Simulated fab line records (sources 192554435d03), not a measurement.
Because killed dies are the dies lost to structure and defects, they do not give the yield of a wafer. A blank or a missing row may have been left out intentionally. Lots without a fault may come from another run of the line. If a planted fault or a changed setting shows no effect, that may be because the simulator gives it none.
Matching of chambers || flow n5Finfet || N5_BEOL_M11_ETCH_66 on rieDiel-03 has 4 sister chambers
The step etches SOC in N2/H2, target depth 120 nm, overetch 24 nm, time 180 s. 18 wafers are shown with their chamber, then 9 later ones without.

## WAFERS WITH THEIR CHAMBER
{"wafer": "L078.1", "chamber": 0, "showerheadPlenumPTorr (Torr)": 2.52, "drypumpMotorCurrentA (A)": 6.32, "throttleValvePct (%)": 18.16}
{"wafer": "L078.3", "chamber": 1, "showerheadPlenumPTorr (Torr)": 2.43, "drypumpMotorCurrentA (A)": 5.57, "throttleValvePct (%)": 18.14}
{"wafer": "L078.5", "chamber": 1, "showerheadPlenumPTorr (Torr)": 2.43, "drypumpMotorCurrentA (A)": 5.61, "throttleValvePct (%)": 18.15}
{"wafer": "L077.2", "chamber": 0, "showerheadPlenumPTorr (Torr)": 2.52, "drypumpMotorCurrentA (A)": 6.29, "throttleValvePct (%)": 18.16}
{"wafer": "L077.3", "chamber": 1, "showerheadPlenumPTorr (Torr)": 2.43, "drypumpMotorCurrentA (A)": 5.57, "throttleValvePct (%)": 18.16}
{"wafer": "L077.4", "chamber": 3, "showerheadPlenumPTorr (Torr)": 2.70, "drypumpMotorCurrentA (A)": 5.76, "throttleValvePct (%)": 17.49}
{"wafer": "L076.1", "chamber": 3, "showerheadPlenumPTorr (Torr)": 2.70, "drypumpMotorCurrentA (A)": 5.82, "throttleValvePct (%)": 17.48}
{"wafer": "L076.3", "chamber": 0, "showerheadPlenumPTorr (Torr)": 2.52, "drypumpMotorCurrentA (A)": 6.27, "throttleValvePct (%)": 18.14}
{"wafer": "L076.5", "chamber": 1, "showerheadPlenumPTorr (Torr)": 2.43, "drypumpMotorCurrentA (A)": 5.59, "throttleValvePct (%)": 18.17}
{"wafer": "L080.2", "chamber": 1, "showerheadPlenumPTorr (Torr)": 2.43, "drypumpMotorCurrentA (A)": 5.56, "throttleValvePct (%)": 18.16}
{"wafer": "L080.4", "chamber": 3, "showerheadPlenumPTorr (Torr)": 2.70, "drypumpMotorCurrentA (A)": 5.77, "throttleValvePct (%)": 17.48}
{"wafer": "L080.5", "chamber": 3, "showerheadPlenumPTorr (Torr)": 2.70, "drypumpMotorCurrentA (A)": 5.79, "throttleValvePct (%)": 17.48}
{"wafer": "L087.1", "chamber": 0, "showerheadPlenumPTorr (Torr)": 2.51, "drypumpMotorCurrentA (A)": 6.30, "throttleValvePct (%)": 18.20}
{"wafer": "L087.2", "chamber": 2, "showerheadPlenumPTorr (Torr)": 2.61, "drypumpMotorCurrentA (A)": 5.69, "throttleValvePct (%)": 17.91}
{"wafer": "L087.5", "chamber": 3, "showerheadPlenumPTorr (Torr)": 2.70, "drypumpMotorCurrentA (A)": 5.81, "throttleValvePct (%)": 17.51}
{"wafer": "L089.1", "chamber": 2, "showerheadPlenumPTorr (Torr)": 2.61, "drypumpMotorCurrentA (A)": 5.70, "throttleValvePct (%)": 17.95}
{"wafer": "L089.3", "chamber": 1, "showerheadPlenumPTorr (Torr)": 2.43, "drypumpMotorCurrentA (A)": 5.57, "throttleValvePct (%)": 18.19}
{"wafer": "L089.4", "chamber": 0, "showerheadPlenumPTorr (Torr)": 2.51, "drypumpMotorCurrentA (A)": 6.29, "throttleValvePct (%)": 18.20}

SIGNATURES (means of the wafers above)
{"reading": "showerheadPlenumPTorr", "chamber 0": 2.5160, "chamber 1": 2.4300, "chamber 2": 2.6100, "chamber 3": 2.7000, "scatter within a chamber": 0.00293}
{"reading": "drypumpMotorCurrentA", "chamber 0": 6.2940, "chamber 1": 5.5783, "chamber 2": 5.6950, "chamber 3": 5.7900, "scatter within a chamber": 0.0201}
{"reading": "throttleValvePct", "chamber 0": 18.1720, "chamber 1": 18.1617, "chamber 2": 17.9300, "chamber 3": 17.4880, "scatter within a chamber": 0.0204}
Rule: a wafer lies at a distance from a chamber equal to the root of the sum of squares, over the readings, of (its reading less the chamber's mean, divided by the reading's scatter). If the next closest chamber is less than 2 further off than the closest, the wafer can't be placed; otherwise it belongs to the closest. The scatter is the square root of a quotient: the sum, over the shown wafers, of each reading's squared deviation from its chamber's mean, divided by wafers minus chambers.

## WAFERS WITH NO CHAMBER GIVEN
{"wafer": "L093.1", "showerheadPlenumPTorr (Torr)": 2.51, "drypumpMotorCurrentA (A)": 6.27, "throttleValvePct (%)": 18.20}
{"wafer": "L093.3", "showerheadPlenumPTorr (Torr)": 2.69, "drypumpMotorCurrentA (A)": 5.78, "throttleValvePct (%)": 17.53}
{"wafer": "L093.4", "showerheadPlenumPTorr (Torr)": 2.61, "drypumpMotorCurrentA (A)": 5.72, "throttleValvePct (%)": 17.95}
{"wafer": "L096.1", "showerheadPlenumPTorr (Torr)": 2.50, "drypumpMotorCurrentA (A)": 6.27, "throttleValvePct (%)": 18.22}
{"wafer": "L096.4", "showerheadPlenumPTorr (Torr)": 2.61, "drypumpMotorCurrentA (A)": 5.73, "throttleValvePct (%)": 17.95}
{"wafer": "L096.5", "showerheadPlenumPTorr (Torr)": 2.61, "drypumpMotorCurrentA (A)": 5.74, "throttleValvePct (%)": 17.96}
{"wafer": "L097.2", "showerheadPlenumPTorr (Torr)": 2.50, "drypumpMotorCurrentA (A)": 6.28, "throttleValvePct (%)": 18.23}
{"wafer": "L097.4", "showerheadPlenumPTorr (Torr)": 2.61, "drypumpMotorCurrentA (A)": 5.68, "throttleValvePct (%)": 17.97}
{"wafer": "L097.5", "showerheadPlenumPTorr (Torr)": 2.50, "drypumpMotorCurrentA (A)": 6.30, "throttleValvePct (%)": 18.22}

## WHICH CHAMBER EACH WENT THROUGH
{"wafer": "L093.1", "from the rows above": 0, "in truth": 0}
{"wafer": "L093.3", "from the rows above": 3, "in truth": 3}
{"wafer": "L093.4", "from the rows above": 2, "in truth": 2}
{"wafer": "L096.1", "from the rows above": 0, "in truth": 0}
{"wafer": "L096.4", "from the rows above": 2, "in truth": 2}
{"wafer": "L096.5", "from the rows above": 2, "in truth": 2}
{"wafer": "L097.2", "from the rows above": 0, "in truth": 0}
{"wafer": "L097.4", "from the rows above": 2, "in truth": 2}
{"wafer": "L097.5", "from the rows above": 0, "in truth": 0}
Correct placement for 9 of the 9. Left unplaced by these rows: 0. Wrongly placed: 0.
